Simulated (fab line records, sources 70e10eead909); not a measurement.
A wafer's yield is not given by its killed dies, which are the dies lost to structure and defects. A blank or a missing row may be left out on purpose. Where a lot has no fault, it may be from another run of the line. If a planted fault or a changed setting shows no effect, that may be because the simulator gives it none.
fab line records	flow nand-harc
[record] lots = 5	wafers = 15	last-day = 26
route steps=1159 shown A_CHANNEL_HOLE_D1@459 A_CHANNEL_FILL_D1@490 END@1159
lots that met no fault: taken from a fault-free run of the same line
start-h: hours from the record's first day to the start of the lot's first wafer shown	wait-h: hours from the lot's prior step to this one	" repeats the value in the row above	L1.1+2: a row that stands for several wafers	- value missing, or start not given	* or withheld: withheld	< > ~ a bound
route shown NAME@n: names a module that has steps shown in the file, with the first one's number in the route	usual: mean/standard deviation taken from wafers without a fault	same: alike in all rows	chamber/n: place in a boat	sites: readings site by site	_std_site: how widely they spread, as a standard deviation	_edge_site: outer sites' mean less inner sites'	radius-mm: how far each site lies from the wafer's centre	mask NAME#n: copy n	behind: tool/chamber where the wafer was last shaped	hold: reason for holding the lot/hours on hold/outcome of the hold	device: names the non-switching transistor (n, p or np)	end of line: the same wafers' tests at the end of the route	step lacking rows: just its recipe	killed: not the wafer's yield, but the dies lost to structure and defects at the first sort	map: a wafer's dies, x killed, . not, _ none there
set.NAME: the setting that was run; set.NAME@STEP: the one run at that earlier step	model.NAME: the simulator's own value behind a step, which no gauge read
lots seen at some steps along the route; tables by step, rows by wafer
services: the hour from which a tool's chamber was out of use, counted from the record's first day as start-h (under 0 if before that day), plus the number of hours and why
[[steps]]
[step NHARC_A_CHANNEL_HOLE_D1_EXPOSE_07]
[recipe] na = 1.35	target-cd-nm = 100	sigma-outer = 0.3	dose-mj = 59.65	mask-id = HOLE_D1
[step NHARC_A_CHANNEL_HOLE_D1_PEB_08]
[recipe] peb-temp-c = 100	peb-time-s = 65
[step NHARC_A_CHANNEL_HOLE_D1_DEVELOP_09]
[recipe] develop-time-s = 35	dev-temp-c = 23
[step NHARC_A_CHANNEL_HOLE_D1_CD_MEAS_10]
[recipe] target-cd-nm = 100	landing-energy-ev = 500
[usual] cd-nm = 99.8/0.61
lot.wafer	tool	chamber	start-h	wait-h	cd-nm
L654.1	cd-sem-03	0	200.18	-	99.2
L654.2	"	0	"	"	99.1
L654.4	"	0	"	"	100.1
L658.1	cd-sem-02	0	232.67	-	98.9
L658.2	"	0	"	"	99.4
L658.3	"	0	"	"	99.5
L672.3	cd-sem-02	0	299.08	-	99.0
L672.5	"	0	"	"	99.6
L672.6	"	0	"	"	100.4
L673.1	cd-sem-01	0	305.34	-	99.4
L673.2	"	0	"	"	100.0
L673.4	"	0	"	"	99.9
L674.3	cd-sem-02	0	316.20	-	100.0
L674.4	"	0	"	"	100.4
L674.5	"	0	"	"	100.2
[step NHARC_A_CHANNEL_HOLE_D1_OVL_MEAS_11]
[usual] overlay-x-nm = -0.1/0.86	overlay-y-nm = 0.0/0.74
lot.wafer	tool	chamber	start-h	wait-h	overlay-x-nm	overlay-y-nm
L654.1	overlay-01	-	200.27	-	0.1	-0.7
L654.2	"	-	"	"	-0.2	-0.6
L654.4	"	-	"	"	-0.5	-0.9
L658.1	overlay-02	-	232.76	-	0.5	1.3
L658.2	"	-	"	"	0.0	0.5
L658.3	"	-	"	"	0.6	1.1
L672.3	overlay-02	-	299.17	-	-2.1	-0.1
L672.5	"	-	"	"	-2.0	-0.6
L672.6	"	-	"	"	-2.1	0.3
L673.1	overlay-02	-	305.43	-	-1.0	0.7
L673.2	"	-	"	"	-0.8	0.4
L673.4	"	-	"	"	-1.0	0.2
L674.3	overlay-02	-	316.28	-	0.3	-0.1
L674.4	"	-	"	"	0.2	-0.4
L674.5	"	-	"	"	0.7	-0.3
[step NHARC_A_CHANNEL_HOLE_D1_INSPECT_12]
[usual] raw-defect-count = 6.2/2.8
lot.wafer	tool	chamber	start-h	wait-h	raw-defect-count
L654.1	defect-inspect-01	-	200.31	0.0	3
L654.2	"	-	"	"	3
L654.4	"	-	"	"	3
L658.1	defect-inspect-02	-	232.79	0.0	6
L658.2	"	-	"	"	8
L658.3	"	-	"	"	3
L672.3	defect-inspect-02	-	299.20	0.0	5
L672.5	"	-	"	"	7
L672.6	"	-	"	"	15
L673.1	defect-inspect-01	-	305.47	0.0	3
L673.2	"	-	"	"	9
L673.4	"	-	"	"	9
L674.3	defect-inspect-02	-	316.32	0.0	3
L674.4	"	-	"	"	7
L674.5	"	-	"	"	5
[step NHARC_A_CHANNEL_HOLE_D1_DESCUM_15]
[recipe] time-s = 3	o2-flow-sccm = 200	ar-flow-sccm = 0	bias-power-w = 0	chemistry = O2
[step NHARC_A_CHANNEL_HOLE_D1_ETCH_38]
[recipe] target-depth-a = 390	over-etch-frac = 0.3	time-s = 65	ion-energy-ev = 80	cf4-flow-sccm = 150	ar-flow-sccm = 0	rf-w = 300	bias-w = 100	chemistry = CF4
[step NHARC_A_CHANNEL_HOLE_D1_ETCH_39]
[recipe] target-depth-a = 2600	over-etch-frac = 0.3	time-s = 325	ion-energy-ev = 200	n2-flow-sccm = 150	h2-flow-sccm = 150	ar-flow-sccm = 0	rf-w = 400	bias-w = 150	chemistry = N2/H2
[step NHARC_A_CHANNEL_HOLE_D1_ETCH_34]
[recipe] target-depth-a = 1540	time-s = 77	cf4-flow-sccm = 100	chf3-flow-sccm = 30	ar-flow-sccm = 0	rf-w = 500	bias-w = 200	chemistry = CF4/CHF3
[usual] drypump-motor-current-A = 5.9/0.5	oes-product-au = 0.943/0.024	rf-vpp-V = 371.8/2.2	showerhead-plenum-p-Torr = 1.61/0.061	throttle-valve-pct = 16.804/0.0097
lot.wafer	tool	chamber	start-h	wait-h	drypump-motor-current-A	oes-product-au	rf-hours-counter-h	rf-vpp-V	showerhead-plenum-p-Torr	throttle-valve-pct
L654.1	rie-diel-06	0	-	-	6.4	0.910	10	373.1	1.60	16.806
L654.4	"	1	"	"	5.9	0.911	10	367.5	1.48	16.805
L654.2	"	2	"	"	5.6	0.924	9	372.0	1.58	16.802
L658.1	rie-diel-06	3	-	-	6.0	0.946	11	369.2	1.47	16.808
L658.2	"	0	"	"	6.4	0.963	12	370.4	1.60	16.808
L658.3	"	1	"	"	5.9	0.985	13	366.7	1.48	16.795
L672.3	rie-diel-09	2	-	-	6.2	0.948	3	372.5	1.66	16.799
L672.5	"	3	"	"	5.5	0.956	-	372.1	1.66	16.815
L672.6	"	0	"	"	5.3	0.958	-	371.4	1.64	16.809
L673.2	rie-diel-05	2	-	-	6.3	0.926	8	372.4	1.63	16.789
L673.1	"	3	"	"	5.0	0.939	8	372.6	1.64	16.820
L673.4	"	0	"	"	5.6	0.939	-	367.4	1.49	16.794
L674.3	rie-diel-09	3	-	-	5.5	0.968	4	374.4	1.66	16.797
L674.4	"	1	"	"	6.6	0.959	4	371.7	1.63	16.802
L674.5	"	2	"	"	6.2	0.967	-	373.9	1.66	16.823
[step NHARC_A_CHANNEL_HOLE_D1_ETCH_16]
[recipe] target-depth-a = 31000	over-etch-frac = 0.3	time-s = 806	ion-energy-ev = 150	o2-flow-sccm = 400	cos-flow-sccm = 20	ar-flow-sccm = 0	rf-w = 500	bias-w = 300	chemistry = O2/COS
[step NHARC_A_CHANNEL_HOLE_D1_CD_MEAS_18]
[usual] cd-nm = 99/3.1
lot.wafer	tool	chamber	start-h	wait-h	cd-nm
L654.1	cd-sem-02	-	201.47	-	101
L654.2	"	-	"	"	100
L654.4	"	-	"	"	94
L658.1	cd-sem-03	-	233.96	-	103
L658.2	"	-	"	"	100
L658.3	"	-	"	"	97
L672.3	cd-sem-03	-	300.37	-	100
L672.5	"	-	"	"	98
L672.6	"	-	"	"	101
L673.1	cd-sem-01	-	306.85	-	99
L673.2	"	-	"	"	93
L673.4	"	-	"	"	95
L674.3	cd-sem-02	-	317.49	-	98
L674.4	"	-	"	"	101
L674.5	"	-	"	"	99
[step NHARC_A_CHANNEL_HOLE_D1_ETCH_19]
[recipe] bias-v = 1200	source-w = 2500	pressure-mtorr = 15	time-s = 34.5	ar-flow-sccm = 375	c4f8-flow-sccm = 28.8	o2-flow-sccm = 96.2	temp-c = -20	target-depth-a = *	chemistry = C4F8/O2/Ar
[usual] drypump-motor-current-A = 5.8/0.47	esc-clamp-current-uA = 0.02082/0.00023	showerhead-plenum-p-Torr = 3.78/0.14	throttle-valve-pct = 37.039/0.008
lot.wafer	tool	chamber	start-h	wait-h	drypump-motor-current-A	esc-clamp-current-uA	rf-hours-counter-h	showerhead-plenum-p-Torr	throttle-valve-pct
L654.2	har-etch-01	1	201.56	0.1	5.6	0.02068	197	3.87	37.052
L654.1	"	0	"	"	5.5	0.02104	197	3.82	37.027
L654.4	"	1	"	"	5.6	0.02063	-	3.87	37.042
L658.1	har-etch-02	0	234.05	0.1	5.7	0.02056	122	3.55	37.036
L658.2	"	1	"	"	6.7	0.02109	122	3.91	37.035
L658.3	"	1	"	"	6.6	0.02106	-	3.91	37.038
L672.3	har-etch-01	1	301.15	0.8	5.6	0.02065	-	3.84	37.042
L672.6	"	1	"	"	5.6	0.02065	-	3.84	37.044
L672.5	"	0	"	"	5.5	0.02107	-	3.79	37.020
L673.2	har-etch-02	1	306.93	0.1	6.6	0.02098	153	3.90	37.025
L673.1	"	0	"	"	5.7	0.02061	153	3.53	37.023
L673.4	"	0	"	"	5.6	0.0206	-	3.53	37.038
L674.4	har-etch-02	0	322.02	4.5	5.7	0.02054	-	3.52	37.028
L674.3	"	1	"	"	6.7	0.0211	-	3.89	37.054
L674.5	"	0	"	"	5.6	0.02059	-	3.52	37.029
[step NHARC_A_CHANNEL_HOLE_D1_ETCH_20]
[recipe] bias-v = 3000	source-w = withheld	pressure-mtorr = 20	time-s = 361.9	ar-flow-sccm = 375	c4f8-flow-sccm = 89.3	o2-flow-sccm = 35.7	temp-c = -20	target-depth-a = 16000	chemistry = C4F8/O2/Ar
[usual] drypump-motor-current-A = 5.8/0.47	esc-clamp-current-uA = 0.02081/0.00023	showerhead-plenum-p-Torr = 3.74/0.14	throttle-valve-pct = 32.155/0.011
lot.wafer	tool	chamber	start-h	wait-h	drypump-motor-current-A	esc-clamp-current-uA	rf-hours-counter-h	showerhead-plenum-p-Torr	throttle-valve-pct
L654.2	har-etch-01	1	201.67	0.1	5.6	0.02061	197	3.82	32.152
L654.1	"	0	"	"	5.5	0.02099	197	3.77	32.137
L654.4	"	1	"	"	5.6	0.02058	-	3.82	32.153
L658.1	har-etch-02	0	234.16	0.1	5.7	0.02048	122	3.51	32.146
L658.2	"	1	"	"	6.6	0.0211	122	3.86	32.160
L658.3	"	1	"	"	6.6	0.02101	-	3.86	32.162
L672.3	har-etch-01	1	301.33	0.2	5.6	0.02072	-	3.80	32.163
L672.6	"	1	"	"	5.6	0.02065	-	3.80	32.160
L672.5	"	0	"	"	5.5	0.02103	-	3.75	32.140
L673.2	har-etch-02	1	307.04	0.1	6.6	0.02109	153	3.85	32.162
L673.1	"	0	"	"	5.7	0.02063	153	3.50	32.163
L673.4	"	0	"	"	5.7	0.0206	-	3.50	32.166
L674.4	har-etch-02	0	322.20	0.2	5.7	0.02059	-	3.49	32.154
L674.3	"	1	"	"	6.7	0.0211	-	3.84	32.162
L674.5	"	0	"	"	5.7	0.02061	-	3.49	32.152
[step NHARC_A_CHANNEL_HOLE_D1_ETCH_21]
[recipe] bias-v = 3000	source-w = withheld	pressure-mtorr = 20	time-s = 514.3	ar-flow-sccm = 375	c4f8-flow-sccm = 89.3	o2-flow-sccm = 35.7	temp-c = -20	target-depth-a = 16000	chemistry = C4F8/O2/Ar
[step NHARC_A_CHANNEL_HOLE_D1_ETCH_22]
[recipe] bias-v = 3000	source-w = withheld	pressure-mtorr = 20	time-s = 666.7	ar-flow-sccm = 375	c4f8-flow-sccm = 89.3	o2-flow-sccm = 35.7	temp-c = -20	target-depth-a = 16000	chemistry = C4F8/O2/Ar
[usual] drypump-motor-current-A = 5.8/0.46	esc-clamp-current-uA = 0.02082/0.00023	showerhead-plenum-p-Torr = 3.73/0.14	throttle-valve-pct = 32.154/0.009
lot.wafer	tool	chamber	start-h	wait-h	drypump-motor-current-A	esc-clamp-current-uA	rf-hours-counter-h	showerhead-plenum-p-Torr	throttle-valve-pct
L654.2	har-etch-01	1	202.43	0.4	5.6	0.02061	197	3.82	32.169
L654.1	"	0	"	"	5.5	0.02112	197	3.77	32.135
L654.4	"	1	"	"	5.6	0.02064	-	3.82	32.157
L658.1	har-etch-02	0	234.92	0.4	5.6	0.02058	123	3.51	32.148
L658.2	"	1	"	"	6.6	0.02104	123	3.86	32.151
L658.3	"	1	"	"	6.6	0.02108	-	3.86	32.144
L672.3	har-etch-01	1	302.16	0.4	5.6	0.02067	-	3.80	32.153
L672.6	"	1	"	"	5.6	0.02062	-	3.80	32.143
L672.5	"	0	"	"	5.5	0.02106	-	3.75	32.152
L673.2	har-etch-02	1	307.81	0.4	6.7	0.0211	154	3.85	32.164
L673.1	"	0	"	"	5.6	0.02057	154	3.50	32.159
L673.4	"	0	"	"	5.7	0.02065	-	3.50	32.145
L674.4	har-etch-02	0	323.05	0.4	5.7	0.02054	-	3.49	32.138
L674.3	"	1	"	"	6.6	0.02111	-	3.84	32.160
L674.5	"	0	"	"	5.7	0.02063	-	3.49	32.158
[step NHARC_A_CHANNEL_HOLE_D1_ETCH_23]
[recipe] bias-v = 5000	source-w = withheld	pressure-mtorr = 20	time-s = 819	ar-flow-sccm = 375	c4f8-flow-sccm = 89.3	o2-flow-sccm = 35.7	temp-c = -20	target-depth-a = 16000	chemistry = C4F8/O2/Ar
[step NHARC_A_CHANNEL_HOLE_D1_ETCH_24]
[recipe] bias-v = 5000	source-w = withheld	pressure-mtorr = 20	time-s = 906.2	ar-flow-sccm = 375	c4f8-flow-sccm = 93.8	o2-flow-sccm = 31.2	temp-c = -20	target-depth-a = 15000	chemistry = C4F8/O2/Ar
[step NHARC_A_CHANNEL_HOLE_D1_ETCH_25]
[recipe] bias-v = 5000	source-w = withheld	pressure-mtorr = 20	time-s = 1040.2	ar-flow-sccm = 375	c4f8-flow-sccm = 93.8	o2-flow-sccm = 31.2	temp-c = -20	target-depth-a = 15000	chemistry = C4F8/O2/Ar
[step NHARC_A_CHANNEL_HOLE_D1_ETCH_26]
[recipe] bias-v = 300	source-w = 2000	pressure-mtorr = 30	time-s = 224.1	ar-flow-sccm = 375	c4f8-flow-sccm = 11.4	o2-flow-sccm = 113.6	temp-c = -20	target-depth-a = 3000	chemistry = C4F8/O2/Ar
[step NHARC_A_CHANNEL_HOLE_D1_ETCH_33]
[recipe] bias-v = 400	source-w = 2000	pressure-mtorr = 25	time-s = 90	ar-flow-sccm = 375	c4f8-flow-sccm = 41.7	o2-flow-sccm = 83.3	temp-c = -20	target-depth-a = 4000	chemistry = C4F8/O2/Ar
[usual] drypump-motor-current-A = 5.9/0.46	esc-clamp-current-uA = 0.02083/0.00024	showerhead-plenum-p-Torr = 3.77/0.14	throttle-valve-pct = 27.621/0.0084
lot.wafer	tool	chamber	start-h	wait-h	drypump-motor-current-A	esc-clamp-current-uA	rf-hours-counter-h	showerhead-plenum-p-Torr	throttle-valve-pct
L654.2	har-etch-01	1	205.56	0.2	5.6	0.02061	200	3.86	27.621
L654.1	"	0	"	"	5.5	0.02103	200	3.81	27.621
L654.4	"	1	"	"	5.6	0.02062	-	3.86	27.622
L658.1	har-etch-02	0	238.05	0.2	5.7	0.02051	126	3.54	27.620
L658.2	"	1	"	"	6.7	0.02104	126	3.91	27.615
L658.3	"	1	"	"	6.7	0.02105	-	3.91	27.609
L672.3	har-etch-01	1	305.13	0.2	5.6	0.02072	-	3.84	27.611
L672.6	"	1	"	"	5.6	0.02066	-	3.84	27.616
L672.5	"	0	"	"	5.5	0.02105	-	3.79	27.621
L673.2	har-etch-02	1	310.91	0.2	6.7	0.02109	157	3.89	27.631
L673.1	"	0	"	"	5.7	0.02055	157	3.53	27.609
L673.4	"	0	"	"	5.7	0.02057	-	3.53	27.617
L674.4	har-etch-02	0	326.02	0.2	5.7	0.02055	-	3.52	27.615
L674.3	"	1	"	"	6.7	0.02109	-	3.88	27.623
L674.5	"	0	"	"	5.7	0.02065	-	3.52	27.635
[step NHARC_A_CHANNEL_HOLE_D1_STRIP_41]
[recipe] n2-flow-sccm = 150	h2-flow-sccm = 150	ar-flow-sccm = 0	bias-w = 0	chemistry = N2/H2
[step NHARC_A_CHANNEL_HOLE_D1_STRIP_42]
[recipe] cf4-flow-sccm = 100	chf3-flow-sccm = 30	ar-flow-sccm = 0	bias-w = 0	chemistry = CF4/CHF3
[step NHARC_A_CHANNEL_HOLE_D1_STRIP_43]
[recipe] o2-flow-sccm = 400	cos-flow-sccm = 20	ar-flow-sccm = 0	bias-w = 0	chemistry = O2/COS
[step NHARC_A_CHANNEL_HOLE_D1_ETCH_44]
[recipe] target-depth-a = 1400	overetch-a = 140	time-s = 77	ion-energy-ev = 100	cf4-flow-sccm = 80	o2-flow-sccm = 20	ar-flow-sccm = 0	rf-w = 300	bias-w = 100	chemistry = CF4/O2
[step NHARC_A_CHANNEL_HOLE_D1_STRIP_27]
[recipe] o2-flow-sccm = 500	ar-flow-sccm = 0	bias-w = 0	chemistry = O2
[step NHARC_A_CHANNEL_HOLE_D1_PRECLEAN_28]
[recipe] time-s = *	temp-c = 50	bath-age-min = 0	chemistry = SC1
[step NHARC_A_CHANNEL_HOLE_D1_SRD_29]
[step NHARC_A_CHANNEL_HOLE_D1_CD_MEAS_30]
[usual] cd-nm = 90.5/1.5
lot.wafer	tool	chamber	start-h	wait-h	cd-nm
L654.1	cd-sem-01	-	207.57	-	89.3
L654.2	"	-	"	"	90.2
L654.4	"	-	"	"	91.0
L658.1	cd-sem-02	-	239.61	-	91.1
L658.2	"	-	"	"	89.6
L658.3	"	-	"	"	88.2
L672.3	cd-sem-02	-	306.62	-	89.5
L672.5	"	-	"	"	87.0
L672.6	"	-	"	"	93.1
L673.1	cd-sem-01	-	312.91	-	89.7
L673.2	"	-	"	"	92.4
L673.4	"	-	"	"	91.7
L674.3	cd-sem-03	-	327.53	-	91.4
L674.4	"	-	"	"	93.1
L674.5	"	-	"	"	88.3
[step NHARC_A_CHANNEL_HOLE_D1_XSEM_31]
[recipe] landing-energy-ev = 35000
[usual] bot-cd-nm = 75.0/1.5	bow-nm = 8.69/0.25	tilt-deg = 0.09/0.05
lot.wafer	tool	chamber	start-h	wait-h	bot-cd-nm	bow-nm	tilt-deg
L654.1	xsem-02	0	207.66	0.1	74.3	8.74	0.13
L654.2	"	0	"	"	74.8	8.82	0.13
L654.4	"	0	"	"	76.0	8.84	0.13
L658.1	xsem-01	0	239.70	0.1	75.3	8.62	0.04
L658.2	"	0	"	"	74.2	8.65	0.04
L658.3	"	0	"	"	73.5	8.66	0.04
L672.3	xsem-01	0	306.70	0.1	74.4	8.45	0.19
L672.5	"	0	"	"	71.8	8.43	0.18
L672.6	"	0	"	"	78.1	8.41	0.19
L673.1	xsem-01	0	313.00	0.1	73.6	8.74	0.02
L673.2	"	0	"	"	75.4	8.79	0.02
L673.4	"	0	"	"	75.1	8.79	0.02
L674.3	xsem-01	0	327.62	0.1	76.7	8.74	0.12
L674.4	"	0	"	"	78.1	8.67	0.12
L674.5	"	0	"	"	73.4	8.73	0.12
[step NHARC_A_CHANNEL_HOLE_D1_INSPECT_40]
[usual] raw-defect-count = 65/16
lot.wafer	tool	chamber	start-h	wait-h	raw-defect-count
L654.1	defect-inspect-02	-	207.76	-	48
L654.2	"	-	"	"	70
L654.4	"	-	"	"	44
L658.1	defect-inspect-02	-	239.80	-	37
L658.2	"	-	"	"	434
L658.3	"	-	"	"	407
L672.3	defect-inspect-01	-	306.79	-	65
L672.5	"	-	"	"	80
L672.6	"	-	"	"	82
L673.1	defect-inspect-01	-	313.11	-	46
L673.2	"	-	"	"	36
L673.4	"	-	"	"	41
L674.3	defect-inspect-02	-	327.72	-	57
L674.4	"	-	"	"	81
L674.5	"	-	"	"	51
[step NHARC_A_CHANNEL_FILL_D1_PRECLEAN_00]
[recipe] time-s = *	temp-c = 50	bath-age-min = 0	chemistry = SC1
[step NHARC_END_SORT_01]
[recipe] temp-c = 25
[usual] killed-at-array = 27/12	killed-at-other = 0.9/1.1	killed-at-periphery = 3.2/2.4	killed-dies = 31/12	killed-open = 3.3/1.7	killed-short = 2.0/1.6
[same] gross-dies = 677
lot.wafer	tool	chamber	start-h	wait-h	killed-at-array	killed-at-other	killed-at-periphery	killed-dies	killed-open	killed-short
L654.1	prober-02	0	547.89	2.5	23	1	2	26	1	3
L654.2	prober-02	0	548.70	2.8	26	0	1	27	4	2
L654.4	prober-02	0	550.31	3.4	16	0	1	17	3	3
L658.1	prober-01	0	563.68	2.5	27	1	8	36	1	2
L658.2	prober-01	0	564.47	2.8	87	0	2	89	3	3
L658.3	prober-01	0	565.27	3.1	88	1	3	92	2	2
L672.3	prober-02	0	611.89	3.1	29	0	5	34	3	3
L672.5	prober-02	0	613.51	3.7	39	0	4	43	7	0
L672.6	prober-02	0	614.32	4.1	25	0	5	30	3	1
L673.1	prober-02	0	618.12	2.5	19	0	4	23	6	1
L673.2	prober-02	0	618.93	2.8	30	2	4	36	4	5
L673.4	prober-02	0	620.54	3.4	11	5	5	21	3	1
L674.3	prober-02	0	627.62	3.1	22	0	3	25	5	0
L674.4	prober-02	0	628.42	3.4	29	1	1	31	4	1
L674.5	prober-02	0	629.23	3.7	31	0	1	32	3	3
// killed by level:class
L654.1 A_CHANNEL_HOLE_D1:chamber-film-flake=13 A_CONTACT:chamber-film-flake=5 P_STI:geometric-particle:short=1 A_CHANNEL_HOLE_D1:geometric-particle:open=1 A_CHANNEL_FILL_D1:geometric-particle:short=1 A_WL_FILL:geometric-particle:short=1 P_STI:chamber-film-flake=1 A_SGD_CUT:chamber-film-flake=1
L654.2 A_CHANNEL_HOLE_D1:chamber-film-flake=16 A_CONTACT:chamber-film-flake=2 A_ONON_D1:geometric-particle:open=1 A_CHANNEL_HOLE_D1:geometric-particle:short=1 A_CHANNEL_FILL_D1:geometric-particle:short=1 A_CHANNEL_FILL_D1:geometric-particle:open=1 A_WL_FILL:geometric-particle:open=1 A_CONTACT:geometric-particle:open=1
L654.4 A_CHANNEL_HOLE_D1:chamber-film-flake=7 A_CONTACT:geometric-particle:open=2 P_M0:geometric-particle:open=1 A_CHANNEL_FILL_D1:geometric-particle:short=1 A_WL_FILL:geometric-particle:short=1 A_M0:geometric-particle:short=1 A_CHANNEL_FILL_D1:chamber-film-flake=1 A_SGD_CUT:chamber-film-flake=1
L658.1 A_SLIT:chamber-film-flake=10 P_M1:chamber-film-flake=4 A_CHANNEL_HOLE_D1:chamber-film-flake=4 A_WL_FILL:chamber-film-flake=4 P_STI:chamber-film-flake=3 A_BONDPAD:chamber-film-flake=3 A_STAIRCASE:chamber-film-flake=2 A_CONTACT:chamber-film-flake=2
L658.2 A_CHANNEL_HOLE_D1:unspecified=75 A_CONTACT:geometric-particle:open=2 A_M0:geometric-particle:short=2 A_WL_FILL:chamber-film-flake=2 A_CONTACT:chamber-film-flake=2 A_BONDPAD:chamber-film-flake=2 A_WL_FILL:geometric-particle:short=1 A_WL_FILL:geometric-particle:open=1
L658.3 A_CHANNEL_HOLE_D1:unspecified=72 A_CONTACT:chamber-film-flake=4 P_M1:chamber-film-flake=3 A_SLIT:chamber-film-flake=3 A_ZERO_WELL:chamber-film-flake=2 A_STAIRCASE:chamber-film-flake=2 A_CHANNEL_FILL_D1:geometric-particle:short=1 A_WL_FILL:geometric-particle:short=1
L672.3 A_CHANNEL_HOLE_D1:chamber-film-flake=20 P_M0:geometric-particle:open=3 A_STAIRCASE:chamber-film-flake=3 A_ZERO_WELL:chamber-film-flake=2 A_CONTACT:chamber-film-flake=2 P_M0:geometric-particle:short=1 P_M2:geometric-particle:short=1 A_CHANNEL_FILL_D1:geometric-particle:short=1
L672.5 A_CHANNEL_HOLE_D1:chamber-film-flake=26 A_STAIRCASE:chamber-film-flake=4 A_ONON_D1:geometric-particle:open=2 A_M1:chamber-film-flake=2 P_M0:geometric-particle:open=1 P_M2:geometric-particle:open=1 A_SOURCE_PLATE:geometric-particle:open=1 A_WL_FILL:geometric-particle:open=1
L672.6 A_CHANNEL_HOLE_D1:chamber-film-flake=17 P_GATE:chamber-film-flake=3 A_SOURCE_PLATE:geometric-particle:open=2 A_ZERO_WELL:chamber-film-flake=2 A_CONTACT:chamber-film-flake=2 P_CONTACT:geometric-particle:open=1 A_CHANNEL_FILL_D1:geometric-particle:short=1 P_ZERO_WELL:chamber-film-flake=1
L673.1 A_CHANNEL_HOLE_D1:chamber-film-flake=8 P_CONTACT:geometric-particle:open=3 A_CONTACT:chamber-film-flake=3 A_M0:chamber-film-flake=3 A_M0:geometric-particle:open=2 A_ONON_D1:geometric-particle:short=1 A_CONTACT:geometric-particle:open=1 P_GATE:chamber-film-flake=1
L673.2 A_CONTACT:chamber-film-flake=8 A_CHANNEL_HOLE_D1:chamber-film-flake=7 A_STAIRCASE:chamber-film-flake=7 A_ONON_D1:geometric-particle:short=2 P_GATE:chamber-film-flake=2 THIN_TSV:chamber-film-flake=2 P_CONTACT:geometric-particle:open=1 P_CONTACT:geometric-particle:short=1
L673.4 THIN_TSV:chamber-film-flake=5 A_CONTACT:chamber-film-flake=4 A_CHANNEL_HOLE_D1:chamber-film-flake=3 P_GATE:chamber-film-flake=2 A_STAIRCASE:chamber-film-flake=2 P_CONTACT:geometric-particle:open=1 P_CONTACT:geometric-particle:short=1 P_M1:geometric-particle:open=1
L674.3 A_STAIRCASE:chamber-film-flake=7 A_CHANNEL_HOLE_D1:chamber-film-flake=6 A_CONTACT:chamber-film-flake=5 A_M1:geometric-particle:open=2 P_CONTACT:geometric-particle:open=1 P_M0:geometric-particle:open=1 A_CONTACT:geometric-particle:open=1 P_STI:chamber-film-flake=1
L674.4 A_CHANNEL_HOLE_D1:chamber-film-flake=13 A_STAIRCASE:chamber-film-flake=6 A_CONTACT:chamber-film-flake=4 P_CONTACT:geometric-particle:open=1 A_ONON_D1:geometric-particle:open=1 A_CHANNEL_HOLE_D1:geometric-particle:short=1 A_WL_FILL:geometric-particle:open=1 A_CONTACT:geometric-particle:open=1
L674.5 A_CHANNEL_HOLE_D1:chamber-film-flake=13 A_STAIRCASE:chamber-film-flake=9 A_CONTACT:chamber-film-flake=4 A_ONON_D1:geometric-particle:open=2 P_M0:geometric-particle:open=1 A_CHANNEL_FILL_D1:geometric-particle:short=1 A_SGD_CUT:geometric-particle:short=1 A_CONTACT:geometric-particle:short=1
// map L658.3 (x killed, . not)
____________.____________
_________......._________
_______..........x_______
______.....x.......______
_____..............._____
____.................____
____.................____
___...............x..x___
___..................x___
__............x........__
__.....................__
_......................._
_......................._
_......................._
_......................._
_..x...................._
......................x..
.........................
......x...x..............
.........................
.......x.................
_.....xxxxx..x.......x.x_
_....xxxx.x............._
_...xxxxxxx.x..........._
_..xxxxxxxxx..........x._
_..xxxxxxxx.x..........._
__..xxxxxxx............__
__..xxxxxxx.....x......__
___..xxxxxxx........x.___
___.xxxxxxxx..........___
____xxxxxx...........____
____..x.xx...........____
_____....x.........._____
______.............______
_______..........._______
_________......._________
____________.____________
// map L673.2 (x killed, . not)
____________.____________
_________....x.._________
_______..........._______
______.............______
_____..............._____
____.................____
____.................____
___...................___
___...............x...___
__.....................__
__......x.......x......__
_......................._
_x......................_
_......................._
_......................._
_.....................x._
xx....................x..
....x.............x......
x..x.....................
.....xx..................
.........................
_.xx.xxx.........x.....x_
_.....x................._
_......................._
_....xx....x............_
_.....x....x............_
__.....................__
__x.....xx.............__
___...................___
___.....x.............___
____.................____
____............x....____
_____.....x........._____
______...x.........______
_______...x......._______
_________......._________
____________.____________
[[services]]
tool	chamber	start-h	hours	kind
rie-diel-06	-	178.28	0.2	repair
rie-diel-05	3	180.60	3.5	repair
rie-diel-09	0	184.12	-	clean
rie-diel-09	1	184.12	-	clean
rie-diel-09	2	184.12	-	clean
rie-diel-09	3	184.12	-	clean
rie-diel-06	0	195.70	-	clean
rie-diel-09	2	203.33	9.9	repair
rie-diel-09	3	205.37	12.2	repair
har-etch-01	-	226.55	1.2	repair
rie-diel-06	-	239.30	0.7	repair
rie-diel-06	-	241.20	9.0	pm
rie-diel-05	0	246.01	4.7	repair
rie-diel-09	-	254.10	9.0	pm
rie-diel-05	1	262.10	17.3	repair
rie-diel-05	1	298.42	10.8	repair
xsem-02	-	302.00	14.0	pm
har-etch-01	-	305.26	17.0	pm
har-etch-01	0	305.26	17.0	vent-cycle
har-etch-01	1	305.26	17.0	vent-cycle
har-etch-01	0	322.26	-	clean
har-etch-01	0	322.26	-	consumable-replace:focus-ring
har-etch-01	1	322.26	-	clean
har-etch-01	1	322.26	-	consumable-replace:focus-ring
[[key]]
[first-sign] step = NHARC_A_CHANNEL_HOLE_D1_INSPECT_40	reading = raw-defect-count	direction = up	sigmas = 22	usual = 65	struck = 420
[effect] step = NHARC_END_SORT_01	reading = killed-at-array	direction = up	sigmas = 5.2	usual = 27	struck = 88
[more-kills-born-at] NHARC_A_CHANNEL_HOLE_D1_ETCH_19@har-etch-02 = 120
met-at NHARC_A_CHANNEL_HOLE_D1_ETCH_19
struck-wafers L658.2,L658.3
tester-left-out L658
[fault] kind = chamber-particle-source	tool = har-etch-02	chamber = 1	onset-h = 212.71	steps = NHARC_A_CHANNEL_HOLE_D1_ETCH_19	rate-per-visit-cm2 = 0.57071	end-h = 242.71
// tester-left-out: of these lots the tester's yield and bins aren't shown, on N5 and GAA mostly nor the transistor test; their killed dies are dies lost to structure and defects alone, not to doping, threshold or leakage, so they don't give the yield
